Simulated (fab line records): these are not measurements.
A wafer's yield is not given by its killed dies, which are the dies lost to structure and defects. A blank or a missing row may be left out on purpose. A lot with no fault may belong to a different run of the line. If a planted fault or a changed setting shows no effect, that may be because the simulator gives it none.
Chamber matching | flow n5-finfet | rie-diel-05 running N5_BEOL_M9_STRIP_19: 4 sister chambers
The step strips in O2. 20 wafers are shown with their chamber, then 10 later ones without.

## WAFERS WITH THEIR CHAMBER
wafer  | chamber | showerhead-plenum-p-Torr (Torr) | drypump-motor-current-A (A) | throttle-valve-pct (%)
L077.1 | 0       | 2.23                            | 5.8                         | 16.69
L077.4 | 1       | 2.22                            | 5.6                         | 16.86
L077.6 | 2       | 2.23                            | 5.0                         | 16.75
L078.2 | 1       | 2.22                            | 5.6                         | 16.87
L078.4 | 3       | 2.06                            | 6.1                         | 16.46
L078.6 | 0       | 2.23                            | 5.8                         | 16.70
L079.2 | 2       | 2.23                            | 5.0                         | 16.78
L079.3 | 0       | 2.23                            | 5.8                         | 16.72
L079.5 | 0       | 2.23                            | 5.8                         | 16.70
L081.1 | 0       | 2.23                            | 5.8                         | 16.72
L081.2 | 1       | 2.22                            | 5.6                         | 16.90
L081.6 | 1       | 2.22                            | 5.6                         | 16.88
L085.2 | 2       | 2.22                            | 5.0                         | 16.79
L085.5 | 2       | 2.22                            | 5.0                         | 16.77
L085.6 | 3       | 2.05                            | 6.1                         | 16.47
L088.2 | 3       | 2.05                            | 6.2                         | 16.48
L088.3 | 2       | 2.22                            | 5.1                         | 16.78
L088.4 | 1       | 2.22                            | 5.6                         | 16.91
L089.1 | 1       | 2.22                            | 5.6                         | 16.88
L089.4 | 2       | 2.22                            | 5.0                         | 16.78

SIGNATURES (averages over the wafers above)
reading                  | chamber 0 | chamber 1 | chamber 2 | chamber 3 | scatter within a chamber
showerhead-plenum-p-Torr | 2.2300    | 2.2200    | 2.2233    | 2.0533    | 0.00354
drypump-motor-current-A  | 5.800     | 5.600     | 5.017     | 6.133     | 0.0306
throttle-valve-pct       | 16.7060   | 16.8833   | 16.7750   | 16.4700   | 0.015
Rule: a wafer's distance from a chamber is the root of the sum, over the readings, of the square of ((its reading less the chamber's mean) divided by the reading's scatter). If the next closest chamber is less than 2 further off than the closest, the wafer can't be placed; otherwise it belongs to the closest. The scatter: take each reading less its chamber's mean, square it, sum over the shown wafers, divide by the number of wafers less the number of chambers, and take the root.

## WAFERS MISSING THEIR CHAMBER
wafer  | showerhead-plenum-p-Torr (Torr) | drypump-motor-current-A (A) | throttle-valve-pct (%)
L089.6 | 2.22                            | 5.0                         | 16.78
L090.3 | 2.05                            | 6.1                         | 16.46
L090.4 | 2.22                            | 5.8                         | 16.74
L090.6 | 2.05                            | 6.1                         | 16.48
L094.3 | 2.21                            | 5.6                         | 16.93
L094.5 | 2.04                            | 6.1                         | 16.50
L094.6 | 2.22                            | 5.0                         | 16.82
L097.3 | 2.22                            | 5.8                         | 16.77
L097.4 | 2.22                            | 5.0                         | 16.81
L097.5 | 2.22                            | 5.0                         | 16.83

## EACH ONE'S CHAMBER
wafer  | from the rows above | in truth
L089.6 | 2                   | 2
L090.3 | 3                   | 3
L090.4 | 0                   | 0
L090.6 | 3                   | 3
L094.3 | 1                   | 1
L094.5 | 3                   | 3
L094.6 | 2                   | 2
L097.3 | 0                   | 0
L097.4 | 2                   | 2
L097.5 | 2                   | 2
10 of 10 placed correctly. Left unplaced by these rows: 0. Number placed wrongly: 0.
